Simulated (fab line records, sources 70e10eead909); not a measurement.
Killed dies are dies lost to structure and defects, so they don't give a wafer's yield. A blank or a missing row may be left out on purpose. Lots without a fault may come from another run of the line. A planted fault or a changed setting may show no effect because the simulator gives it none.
Chamber matching | flow nand_harc | NHARC_P_M0_DESCUM_14 on rie_diel-02: 4 sister chambers
The step chemistry O2, time 3 s. 4 wafers are shown with their chamber, then 11 later ones without.

WAFERS WITH THEIR CHAMBER
wafer  | chamber | showerhead_plenum_p_Torr (Torr)
L778.2 | 2       | 1.92
L780.2 | 3       | 1.80
L780.4 | 1       | 1.90
L781.2 | 0       | 2.03

WAFERS WITHOUT THEIR CHAMBER
wafer  | showerhead_plenum_p_Torr (Torr)
L781.5 | 1.80
L781.6 | 1.92
L782.2 | 1.90
L782.4 | 1.92
L782.5 | 2.03
L784.2 | 1.80
L784.4 | 2.03
L784.6 | 1.91
L787.3 | 1.80
L787.5 | 1.80
L787.6 | 1.91

WHICH CHAMBER EACH WENT THROUGH
wafer  | from the rows above     | in truth
L781.5 | 3                       | 3
L781.6 | 2                       | 2
L782.2 | 1                       | 1
L782.4 | 2                       | 2
L782.5 | 0                       | 0
L784.2 | 3                       | 3
L784.4 | 0                       | 0
L784.6 | can't be placed: 1 or 2 | 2
L787.3 | 3                       | 3
L787.5 | 3                       | 3
L787.6 | can't be placed: 1 or 2 | 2
Placed correctly: 9 of 11. Can't be placed from these rows: 2 (the true chamber is among the candidates in 2). Placed wrongly: 0.
How it was worked out, from the rows above alone: a wafer's distance from a chamber is the root of the sum, over the readings, of the square of ((its reading less the chamber's mean) divided by the reading's scatter). The wafer belongs to the nearest chamber; if the next one is less than 2 further off, it can't be placed. A chamber's mean is the mean of its shown wafers. The scatter: with one shown wafer a chamber, the root of the mean of the squares of how far each hidden wafer lies from its nearest shown one.
